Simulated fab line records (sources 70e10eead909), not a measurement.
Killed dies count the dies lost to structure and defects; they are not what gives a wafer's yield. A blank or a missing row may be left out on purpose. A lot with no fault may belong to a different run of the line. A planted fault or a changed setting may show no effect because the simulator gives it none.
Chamber matching	flow nand_harc	NHARC_A_M1_DESCUM_14 on rie_diel-05 has 4 sister chambers
The step chemistry O2, time 3 s. 8 wafers are shown with their chamber, then 8 later ones without.

== EACH WAFER AND ITS CHAMBER ==
wafer	chamber	oes_product_au (a.u.)	o2_flow_sccm (sccm)
L079.4	3	1.002	199.1
L077.1	2	0.991	199.9
L077.3	3	1.004	199.2
L077.6	2	0.987	200.8
L084.1	1	1.004	199.5
L084.4	0	1.003	200.5
L084.6	0	1.003	199.9
L083.2	1	1.010	200.7

== WAFERS WHOSE CHAMBER IS MISSING ==
wafer	oes_product_au (a.u.)	o2_flow_sccm (sccm)
L083.3	0.996	199.5
L083.5	1.006	199.7
L096.3	1.003	199.5
L096.5	1.011	200.4
L096.6	0.998	200.2
L097.1	1.014	199.7
L097.5	1.016	200.1
L097.6	1.001	200.1

== WHICH CHAMBER EACH ONE RAN IN ==
wafer	from the rows above	in truth
L083.3	can't be placed: 3 or 0 or 2 or 1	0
L083.5	can't be placed: 1 or 0 or 3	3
L096.3	can't be placed: 3 or 0 or 1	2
L096.5	can't be placed: 1 or 0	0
L096.6	can't be placed: 0 or 3 or 1 or 2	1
L097.1	can't be placed: 1 or 0 or 3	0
L097.5	can't be placed: 1 or 0 or 3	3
L097.6	can't be placed: 0 or 3 or 1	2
Correctly placed: 0 of 8. Cannot be placed on the basis of these rows: 8; the candidates contain the true chamber in 6. 0 placed wrongly.
How it was worked out, from the rows above alone: a wafer's distance from a chamber is the root of the sum, over the readings, of the square of ((its reading less the chamber's mean) divided by the reading's scatter). If the next closest chamber is less than 2 further off than the closest, the wafer can't be placed; otherwise it belongs to the closest. Each chamber's mean is taken over the wafers shown for it. The scatter: the root of (the sum of the squares of (reading less its chamber's mean) over the shown wafers, divided by (wafers less chambers)).
